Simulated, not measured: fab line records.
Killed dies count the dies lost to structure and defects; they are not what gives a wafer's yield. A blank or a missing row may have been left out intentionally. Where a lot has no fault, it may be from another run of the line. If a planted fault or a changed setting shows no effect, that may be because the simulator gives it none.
fab line records    flow n5-finfet    part 1 of 2: steps 1 to 21 of 29
record: lots: 5  wafers: 15  last-day: 19
route steps=1938 shown BEOL_M3@1019 BEOL_M4@1021
lots that met no fault: from a run of the same line without faults
start-h: the number of hours between the record's first day and the start of the first shown wafer of the lot    wait-h: hours from the lot's prior step to this one    " unchanged from the row above    L1.1+2: a single row standing in for several wafers    - no value present, or no start provided    * or withheld: withheld    < > ~ a bound
route shown NAME@n: names a module that has steps shown in the file, with the first one's number in the route    usual: average and standard deviation across the fault-free wafers    same: alike in all rows    chamber/n: place in a boat    sites: readings site by site    _std_site: the standard deviation of these    _edge_site: outer sites' mean less inner sites'    radius-mm: for every site, how far away it sits from the centre of the wafer    mask NAME#n: copy n    behind: the tool/chamber that last shaped the wafer    hold: what put the lot on hold/how long, in hours/how the hold closed    device: whichever transistor did not switch (one of n, p or np)    end of line: tests run on the same wafers once the route is complete    a step with no rows: only its recipe    killed: dies that structure and defects cost at the first sort, which is not the same as the wafer's yield    map: per-die view of a wafer (x killed, . not killed, _ where there is no die)
set.NAME: the setting that was run; set.NAME@STEP: the one run at that earlier step    model.NAME: the simulator's own value behind a step, which no gauge read
lots seen at some steps along the route; tables by step, rows by wafer
services: a tool's chamber out of use, with start hour (start-h, from the record's first day; less than 0 if before it), hours out, and reason
== steps ==
step: N5_BEOL_M3_RS_MEAS_58
recipe: thk-meas-gauge: four-point-probe  reads: Co_of_BEOL_M3_CO_CAP_55+Cu_of_BEOL_M3_ECD_50+Co_of_BEOL_M3_CVD_47+TaN_of_BEOL_M3_ALD_84
usual: M3_RS: 0.69/0.033
lot.wafer  tool           chamber  start-h  wait-h  M3_RS[ohm/sq]
L074.1     film-metro-01  -        184.42   0.1     0.72
L074.4     "              -        "        "       0.65
L074.6     "              -        "        "       0.64
L080.1     film-metro-02  -        212.84   0.0     0.70
L080.2     "              -        "        "       0.73
L080.5     "              -        "        "       0.65
L082.1     film-metro-02  -        214.65   0.0     0.69
L082.3     "              -        "        "       0.67
L082.6     "              -        "        "       0.67
L091.1     film-metro-01  -        315.10   0.0     0.74
L091.3     "              -        "        "       0.77
L091.5     "              -        "        "       0.69
L095.2     film-metro-02  -        315.77   0.1     0.69
L095.3     "              -        "        "       0.70
L095.6     "              -        "        "       0.68
step: N5_BEOL_M3_INSPECT_59
recipe: inspect-instrument: darkfield  mode: post-dep
usual: raw-defect-count: 70/21
lot.wafer  tool               chamber  start-h  wait-h  raw-defect-count
L074.1     defect-inspect-02  -        184.44   0.0     81
L074.4     "                  -        "        "       68
L074.6     "                  -        "        "       56
L080.1     defect-inspect-01  -        212.87   0.0     121
L080.2     "                  -        "        "       47
L080.5     "                  -        "        "       100
L082.1     defect-inspect-01  -        214.67   0.0     55
L082.3     "                  -        "        "       56
L082.6     "                  -        "        "       30
L091.1     defect-inspect-01  -        315.13   0.0     69
L091.3     "                  -        "        "       88
L091.5     "                  -        "        "       52
L095.2     defect-inspect-02  -        315.79   0.0     104
L095.3     "                  -        "        "       100
L095.6     "                  -        "        "       83
step: N5_BEOL_M4_ILD_DEP_00
recipe: material: SiOC  target-thk-a: 790  temp-c: 350  precursor: DEMS/O2  pressure-torr: 5  rf-w: 500  time-s: 15.3
usual: heater-power-outer-w: 264/54  heater-power-w: 492/68  showerhead-plenum-p-Torr: 5.702/0.012  throttle-valve-pct: 12.0/0.8
lot.wafer  tool      chamber  start-h  wait-h  heater-power-outer-w  heater-power-w  showerhead-plenum-p-Torr  since-wet-clean-h  throttle-valve-pct
L074.1     pecvd-02  0        184.48   0.0     194                   401             5.717                     1251               12.9
L074.4     "         2        "        "       254                   482             5.702                     -                  10.9
L074.6     "         0        "        "       200                   396             5.690                     -                  12.7
L080.1     pecvd-02  2        212.91   0.0     234                   462             5.708                     484                11.0
L080.2     "         1        "        "       215                   468             5.701                     2004               12.8
L080.5     "         1        "        "       220                   467             5.704                     -                  12.7
L082.1     pecvd-04  1        214.71   0.0     256                   494             5.723                     1462               11.3
L082.3     "         1        "        "       265                   513             5.743                     -                  11.3
L082.6     "         1        "        "       280                   512             5.709                     -                  11.5
L091.1     pecvd-04  0        315.17   0.0     200                   400             5.688                     838                12.6
L091.3     "         2        "        "       259                   490             5.706                     84                 11.4
L091.5     "         0        "        "       197                   400             5.692                     -                  12.6
L095.2     pecvd-04  2        315.83   0.0     229                   460             5.713                     84                 11.7
L095.3     "         1        "        "       294                   543             5.730                     1563               11.3
L095.6     "         0        "        "       253                   473             5.697                     -                  12.9
step: N5_BEOL_M4_THK_MEAS_01
recipe: reads: SiOC_of_BEOL_M4_ILD_DEP_00
usual: M4_ILD_THK: 79.2/0.96
lot.wafer  tool           chamber  start-h  wait-h  M4_ILD_THK[nm]
L074.1     film-metro-02  -        184.55   0.0     78.3
L074.4     "              -        "        "       77.9
L074.6     "              -        "        "       79.0
L080.1     film-metro-02  -        212.97   0.0     78.4
L080.2     "              -        "        "       78.5
L080.5     "              -        "        "       80.7
L082.1     film-metro-02  -        214.84   0.1     77.1
L082.3     "              -        "        "       78.5
L082.6     "              -        "        "       78.2
L091.1     film-metro-02  -        315.23   0.0     78.9
L091.3     "              -        "        "       78.7
L091.5     "              -        "        "       80.1
L095.2     film-metro-01  -        315.91   0.1     78.7
L095.3     "              -        "        "       78.6
L095.6     "              -        "        "       79.7
step: N5_BEOL_M4_PECVD_72
recipe: material: SiO2  target-thk-a: 160  temp-c: 400  precursor: TEOS/O2  pressure-torr: 5.5  rf-w: 450  teos-flow-sccm: 53.8  gas: O2  flow-sccm: 3000  time-s: 18
usual: heater-power-outer-w: 438/85  heater-power-w: 733/110  showerhead-plenum-p-Torr: 8.81/0.033  throttle-valve-pct: 22.7/1.6
lot.wafer  tool      chamber  start-h  wait-h  heater-power-outer-w  heater-power-w  showerhead-plenum-p-Torr  since-wet-clean-h  throttle-valve-pct
L074.1     pecvd-04  1        184.58   0.0     478                   807             8.90                      1432               20.7
L074.4     "         2        "        "       404                   696             8.82                      -                  23.3
L074.6     "         1        "        "       502                   816             8.89                      -                  20.9
L080.1     pecvd-02  2        213.01   0.0     412                   699             8.81                      484                20.9
L080.2     "         1        "        "       380                   678             8.80                      2004               23.8
L080.5     "         0        "        "       347                   617             8.82                      -                  24.8
L082.1     pecvd-03  2        214.88   0.0     473                   744             8.77                      301                20.8
L082.3     "         0        "        "       507                   784             8.79                      1100               24.8
L082.6     "         2        "        "       466                   733             8.79                      -                  20.7
L091.1     pecvd-02  2        315.27   0.0     437                   749             8.82                      586                20.8
L091.3     "         1        "        "       351                   661             8.80                      2107               24.0
L091.5     "         1        "        "       364                   689             8.82                      -                  23.8
L095.2     pecvd-03  2        315.95   0.0     426                   689             8.80                      402                20.5
L095.3     "         0        "        "       512                   833             8.78                      1201               25.0
L095.6     "         1        "        "       610                   978             8.80                      -                  22.3
step: N5_BEOL_M4_HM_DEP_02
recipe: material: TiN  target-thk-a: 200  temp-c: 25  chamber-pressure-pa: 0.49996
usual: throttle-valve-pct: 30.1/1.6
lot.wafer  tool            chamber  start-h  wait-h  throttle-valve-pct
L074.1     pvd-sputter-01  -        185.25   0.6     29.5
L074.4     "               -        "        "       32.6
L074.6     "               -        "        "       32.7
L080.1     pvd-sputter-03  -        213.90   0.9     29.8
L080.2     "               -        "        "       29.6
L080.5     "               -        "        "       31.0
L082.1     pvd-sputter-02  -        216.88   2.0     29.3
L082.3     "               -        "        "       29.3
L082.6     "               -        "        "       29.5
L091.1     pvd-sputter-02  -        316.10   0.8     29.3
L091.3     "               -        "        "       32.4
L091.5     "               -        "        "       29.4
L095.2     pvd-sputter-01  -        316.38   0.4     30.0
L095.3     "               -        "        "       29.2
L095.6     "               -        "        "       29.8
step: N5_BEOL_M4_COAT_61
recipe: resist: SOC  temp-c: 250  time-s: 60  spin-rpm: 1500  resist-thk-nm: 60
usual: heater-power-total-W: 500.4/1.9
lot.wafer  tool            chamber  start-h  wait-h  heater-power-total-W
L074.1     litho-track-01  0        185.37   0.1     500.9
L074.4     "               0        "        "       498.1
L074.6     "               0        "        "       502.4
L080.1     litho-track-02  0        214.02   0.1     502.2
L080.2     "               0        "        "       502.2
L080.5     "               0        "        "       500.7
L082.1     litho-track-03  0        217.02   0.1     500.7
L082.3     "               0        "        "       500.3
L082.6     "               0        "        "       498.3
L091.1     litho-track-02  0        316.24   0.1     503.3
L091.3     "               0        "        "       502.4
L091.5     "               0        "        "       501.9
L095.2     litho-track-01  0        316.50   0.1     499.4
L095.3     "               0        "        "       498.0
L095.6     "               0        "        "       501.8
step: N5_BEOL_M4_COAT_62
recipe: resist: SiARC  temp-c: 220  time-s: 60  spin-rpm: 1500  resist-thk-nm: 12
usual: heater-power-total-W: 427.5/2.1
lot.wafer  tool            chamber  start-h  wait-h  heater-power-total-W
L074.1     litho-track-01  0        -        -       428.0
L074.4     "               0        "        "       429.0
L074.6     "               0        "        "       424.9
L080.1     litho-track-02  0        -        -       427.8
L080.2     "               0        "        "       429.5
L080.5     "               0        "        "       428.5
L082.1     litho-track-03  0        -        -       426.6
L082.3     "               0        "        "       426.1
L082.6     "               0        "        "       427.0
L091.1     litho-track-02  0        -        -       430.2
L091.3     "               0        "        "       426.8
L091.5     "               0        "        "       424.3
L095.2     litho-track-01  0        -        -       427.4
L095.3     "               0        "        "       427.6
L095.6     "               0        "        "       428.0
step: N5_BEOL_M4_COAT_73
recipe: resist: underlayer  temp-c: 205  time-s: 60  spin-rpm: 1500  resist-thk-nm: 5
usual: heater-power-total-W: 391.7/1.3
lot.wafer  tool            chamber  start-h  wait-h  heater-power-total-W
L074.1     litho-track-01  0        -        -       393.2
L074.4     "               0        "        "       389.6
L074.6     "               0        "        "       391.7
L080.1     litho-track-02  0        -        -       391.0
L080.2     "               0        "        "       392.8
L080.5     "               0        "        "       391.4
L082.1     litho-track-03  0        -        -       390.6
L082.3     "               0        "        "       389.7
L082.6     "               0        "        "       389.7
L091.1     litho-track-02  0        -        -       389.9
L091.3     "               0        "        "       392.6
L091.5     "               0        "        "       390.9
L095.2     litho-track-01  0        -        -       391.4
L095.3     "               0        "        "       393.5
L095.6     "               0        "        "       390.3
step: N5_BEOL_M4_COAT_05
recipe: resist: CAR-EUV  spin-rpm: 1500  resist-thk-nm: 30
lot.wafer   tool            chamber  start-h  wait-h
L074.1+4+6  litho-track-01  0        -        -
L080.1+2+5  litho-track-02  0        -        -
L082.1+3+6  litho-track-03  0        -        -
L091.1+3+5  litho-track-02  0        -        -
L095.2+3+6  litho-track-01  0        -        -
step: N5_BEOL_M4_EBR_07
recipe: solvent: PGMEA  ebr-width-mm: 1.5
lot.wafer   tool            chamber  start-h  wait-h
L074.1+4+6  litho-track-01  0        -        -
L080.1+2+5  litho-track-02  0        -        -
L082.1+3+6  litho-track-03  0        -        -
L091.1+3+5  litho-track-02  0        -        -
L095.2+3+6  litho-track-01  0        -        -
step: N5_BEOL_M4_SOFTBAKE_06
recipe: temp-c: 110  time-s: 60  resist: CAR-EUV
usual: heater-power-total-W: 175.2/1.6
lot.wafer  tool            chamber  start-h  wait-h  heater-power-total-W
L074.1     litho-track-01  0        -        -       173.0
L074.4     "               0        "        "       176.3
L074.6     "               0        "        "       177.1
L080.1     litho-track-02  0        -        -       176.7
L080.2     "               0        "        "       177.4
L080.5     "               0        "        "       173.6
L082.1     litho-track-03  0        -        -       174.1
L082.3     "               0        "        "       174.0
L082.6     "               0        "        "       174.4
L091.1     litho-track-02  0        -        -       174.3
L091.3     "               0        "        "       177.4
L091.5     "               0        "        "       174.8
L095.2     litho-track-01  0        -        -       177.3
L095.3     "               0        "        "       177.5
L095.6     "               0        "        "       173.0
step: N5_BEOL_M4_EXPOSE_08
recipe: mask-id: M4  na: 0.33  source-shape: dipole  sigma-inner: 0.369  sigma-outer: 0.767  polarization: unpolarized  dose-mj: 41.25
lot.wafer   tool            chamber  start-h  wait-h  mask
L074.1+4+6  euv-scanner-01  0        185.63   -       M4#0
L080.1+2+5  euv-scanner-02  0        214.32   -       M4#0
L082.1+3+6  euv-scanner-01  0        217.28   -       M4#0
L091.1+3+5  euv-scanner-01  0        316.37   -       M4#0
L095.2+3+6  euv-scanner-01  0        316.65   -       M4#0
step: N5_BEOL_M4_PEB_09
recipe: peb-temp-c: 100  peb-time-s: 60  resist: CAR-EUV
usual: heater-power-total-W: 154.0/1.1
lot.wafer  tool            chamber  start-h  wait-h  heater-power-total-W
L074.1     litho-track-02  0        185.70   0.1     153.0
L074.4     "               0        "        "       153.6
L074.6     "               0        "        "       155.6
L080.1     litho-track-03  0        214.38   0.1     154.8
L080.2     "               0        "        "       152.9
L080.5     "               0        "        "       152.4
L082.1     litho-track-02  0        217.34   0.1     153.1
L082.3     "               0        "        "       152.8
L082.6     "               0        "        "       153.5
L091.1     litho-track-02  0        316.44   0.1     152.9
L091.3     "               0        "        "       155.7
L091.5     "               0        "        "       152.4
L095.2     litho-track-02  0        316.71   0.1     153.3
L095.3     "               0        "        "       152.6
L095.6     "               0        "        "       155.3
step: N5_BEOL_M4_DEVELOP_10
recipe: develop-time-s: 30  developer: TMAH  resist: CAR-EUV  rinse-liquid: surfactant-rinse  dry: air-spin  dev-temp-c: 23
same: develop-time-s: 30
lot.wafer   tool            chamber  start-h  wait-h
L074.1+4+6  litho-track-02  0        -        -
L080.1+2+5  litho-track-03  0        -        -
L082.1+3+6  litho-track-02  0        -        -
L091.1+3+5  litho-track-02  0        -        -
L095.2+3+6  litho-track-02  0        -        -
step: N5_BEOL_M4_CD_MEAS_11
recipe: target-cd-nm: 16.79  landing-energy-ev: 500  detector: se-inlens  polarity: opening
usual: cd-nm: 16.77/0.24
lot.wafer  tool       chamber  start-h  wait-h  cd-nm
L074.1     cd-sem-03  0        185.77   -       16.82
L074.4     "          0        "        "       17.08
L074.6     "          0        "        "       17.02
L080.1     cd-sem-02  0        214.45   -       16.92
L080.2     "          0        "        "       16.87
L080.5     "          0        "        "       16.75
L082.1     cd-sem-02  0        217.41   -       16.74
L082.3     "          0        "        "       16.59
L082.6     "          0        "        "       16.83
L091.1     cd-sem-01  0        316.51   -       16.82
L091.3     "          0        "        "       16.32
L091.5     "          0        "        "       16.45
L095.2     cd-sem-03  0        316.77   -       17.12
L095.3     "          0        "        "       16.70
L095.6     "          0        "        "       16.59
step: N5_BEOL_M4_OVL_MEAS_12
recipe: points-per-wafer: 522
usual: M4_OVL: -0.2/0.64
lot.wafer  tool        chamber  start-h  wait-h  M4_OVL[nm]
L074.1     overlay-01  0        185.80   0.0     -0.3
L074.4     "           0        "        "       0.5
L074.6     "           0        "        "       1.2
L080.1     overlay-02  0        214.48   0.0     0.1
L080.2     "           0        "        "       0.0
L080.5     "           0        "        "       0.2
L082.1     overlay-01  0        217.44   0.0     -0.6
L082.3     "           0        "        "       -0.8
L082.6     "           0        "        "       -1.7
L091.1     overlay-02  0        316.54   0.0     0.3
L091.3     "           0        "        "       -0.2
L091.5     "           0        "        "       -0.4
L095.2     overlay-01  0        316.81   0.0     -0.2
L095.3     "           0        "        "       -0.8
L095.6     "           0        "        "       -0.1
step: N5_BEOL_M4_INSPECT_13
recipe: mode: adi  inspect-instrument: brightfield
usual: raw-defect-count: 390/110
lot.wafer  tool               chamber  start-h  wait-h  raw-defect-count
L074.1     defect-inspect-01  -        185.86   0.1     270
L074.4     "                  -        "        "       292
L074.6     "                  -        "        "       285
L080.1     defect-inspect-01  -        214.54   0.1     637
L080.2     "                  -        "        "       414
L080.5     "                  -        "        "       460
L082.1     defect-inspect-01  -        217.50   0.1     201
L082.3     "                  -        "        "       379
L082.6     "                  -        "        "       313
L091.1     defect-inspect-01  -        316.59   0.1     392
L091.3     "                  -        "        "       492
L091.5     "                  -        "        "       403
L095.2     defect-inspect-02  -        316.86   0.0     617
L095.3     "                  -        "        "       559
L095.6     "                  -        "        "       505
step: N5_BEOL_M4_DESCUM_16
recipe: chemistry: O2  time-s: 7  source-power-w: 50  bias-power-w: 20  pressure-mtorr: 20  rf-frequency-hz: 2.712e+07  temp-c: 40  resist: CAR-EUV  o2-flow-sccm: 225
usual: drypump-motor-current-A: 5.52/0.22  oes-product-au: 0.77/0.068  rf-vpp-V: 242.8/1.3  showerhead-plenum-p-Torr: 2.08/0.066  throttle-valve-pct: 20.41/0.25
lot.wafer  tool         chamber  start-h  wait-h  drypump-motor-current-A  oes-product-au  rf-hours-counter-h  rf-vpp-V  showerhead-plenum-p-Torr  throttle-valve-pct
L074.1     rie-diel-06  3        185.89   0.0     5.32                     0.79            130                 243.9     2.11                      20.57
L074.4     "            1        "        "       5.87                     0.79            88                  243.0     2.11                      19.94
L074.6     "            3        "        "       5.32                     0.78            -                   241.6     2.11                      20.55
L080.1     rie-diel-03  3        214.77   0.2     5.28                     0.86            59                  244.2     2.13                      20.70
L080.2     "            1        "        "       5.45                     0.87            52                  244.7     2.12                      20.01
L080.5     "            0        "        "       5.43                     0.73            -                   242.3     2.09                      20.42
L082.1     rie-diel-06  3        217.53   0.0     5.37                     0.78            140                 244.2     2.10                      20.58
L082.3     "            0        "        "       5.56                     0.74            193                 241.5     1.99                      20.65
L082.6     "            1        "        "       5.86                     0.77            -                   242.8     2.10                      19.94
L091.1     rie-diel-06  0        316.74   0.1     5.49                     0.70            235                 242.1     1.98                      20.70
L091.3     "            2        "        "       5.27                     0.70            233                 242.9     2.07                      20.28
L091.5     "            0        "        "       5.55                     0.71            -                   240.5     1.98                      20.68
L095.2     rie-diel-06  2        317.19   0.3     5.28                     0.69            233                 241.6     2.07                      20.26
L095.3     "            0        "        "       5.55                     0.70            236                 241.4     1.98                      20.69
L095.6     "            0        "        "       5.51                     0.70            -                   241.6     1.98                      20.71
step: N5_BEOL_M4_ETCH_74
recipe: chemistry: N2/H2  target: underlayer  target-depth-a: 65  mask-material: CAR-EUV  time-s: 5.2  ion-energy-ev: 200  pressure-mtorr: 30  source-w: 840  bias-w: 150  n2-flow-sccm: 200  h2-flow-sccm: 200  ends: cleared
usual: drypump-motor-current-A: 5.53/0.23  etch-rf-on-time-s: 5.23/0.088  h2-flow-sccm: 200.0/0.68  oes-product-au: 0.66/0.058  rf-vpp-V: 523.3/2.5  showerhead-plenum-p-Torr: 2.52/0.078  throttle-valve-pct: 17.83/0.2
lot.wafer  tool         chamber  start-h  wait-h  drypump-motor-current-A  etch-rf-on-time-s  h2-flow-sccm  oes-product-au  rf-hours-counter-h  rf-vpp-V  showerhead-plenum-p-Torr  throttle-valve-pct
L074.1     rie-diel-06  3        185.92   0.0     5.33                     5.20               201.1         0.68            130                 524.6     2.56                      18.02
L074.4     "            1        "        "       5.86                     5.17               200.1         0.69            88                  525.0     2.57                      17.52
L074.6     "            3        "        "       5.32                     5.16               199.8         0.67            -                   522.9     2.56                      18.01
L080.1     rie-diel-03  3        214.80   0.0     5.30                     5.20               199.2         0.72            59                  524.4     2.58                      18.01
L080.2     "            1        "        "       5.47                     5.23               200.6         0.75            52                  524.9     2.57                      17.49
L080.5     "            0        "        "       5.44                     5.34               201.4         0.61            -                   524.6     2.54                      17.79
L082.1     rie-diel-06  3        217.57   0.0     5.31                     5.27               200.7         0.66            140                 525.6     2.55                      18.06
L082.3     "            0        "        "       5.54                     5.24               199.8         0.63            193                 519.8     2.41                      18.04
L082.6     "            1        "        "       5.87                     5.17               199.0         0.67            -                   523.8     2.56                      17.54
L091.1     rie-diel-06  0        316.77   0.0     5.53                     5.27               200.2         0.59            235                 518.5     2.39                      18.08
L091.3     "            2        "        "       5.28                     5.21               200.1         0.59            233                 525.5     2.51                      17.72
L091.5     "            0        "        "       5.54                     5.29               198.9         0.60            -                   519.3     2.39                      18.07
L095.2     rie-diel-06  2        317.22   0.0     5.27                     5.26               200.6         0.59            233                 523.4     2.51                      17.71
L095.3     "            0        "        "       5.54                     5.30               199.8         0.60            236                 519.5     2.39                      18.09
L095.6     "            0        "        "       5.55                     5.29               199.3         0.59            -                   518.8     2.39                      18.08
step: N5_BEOL_M4_ETCH_63
recipe: chemistry: CF4  target: SiARC  target-depth-a: 156  mask-material: CAR-EUV  time-s: 26  ion-energy-ev: 80  pressure-mtorr: 40  source-w: 545  bias-w: 36  Ar_flow_sccm: 100  cf4-flow-sccm: 100  ends: cleared
usual: drypump-motor-current-A: 5.52/0.22  etch-rf-on-time-s: 26.1/0.46  oes-product-au: 0.66/0.059  rf-vpp-V: 183.9/1.1  showerhead-plenum-p-Torr: 2.13/0.062  throttle-valve-pct: 15.61/0.22
lot.wafer  tool         chamber  start-h  wait-h  drypump-motor-current-A  etch-rf-on-time-s  oes-product-au  rf-hours-counter-h  rf-vpp-V  showerhead-plenum-p-Torr  throttle-valve-pct
L074.1     rie-diel-06  3        185.94   0.0     5.33                     25.7               0.68            130                 184.7     2.15                      15.68
L074.4     "            1        "        "       5.87                     25.6               0.68            88                  184.8     2.17                      15.23
L074.6     "            3        "        "       5.32                     25.8               0.68            -                   183.7     2.15                      15.69
L080.1     rie-diel-03  3        214.82   0.0     5.31                     25.8               0.73            59                  185.8     2.17                      15.79
L080.2     "            1        "        "       5.43                     25.8               0.74            52                  185.8     2.17                      15.20
L080.5     "            0        "        "       5.46                     26.4               0.61            -                   184.4     2.14                      15.64
L082.1     rie-diel-06  3        217.58   0.0     5.30                     26.3               0.66            140                 183.4     2.15                      15.72
L082.3     "            0        "        "       5.50                     26.2               0.62            193                 183.1     2.04                      15.80
L082.6     "            1        "        "       5.87                     25.5               0.67            -                   185.7     2.17                      15.24
L091.1     rie-diel-06  0        316.79   0.0     5.51                     26.4               0.60            235                 182.8     2.03                      15.90
L091.3     "            2        "        "       5.26                     25.8               0.60            233                 183.9     2.12                      15.52
L091.5     "            0        "        "       5.54                     26.4               0.59            -                   181.5     2.03                      15.91
L095.2     rie-diel-06  2        317.24   0.0     5.29                     25.8               0.59            233                 184.5     2.12                      15.54
L095.3     "            0        "        "       5.54                     26.2               0.60            236                 183.5     2.03                      15.89
L095.6     "            0        "        "       5.56                     26.4               0.59            -                   182.8     2.03                      15.89
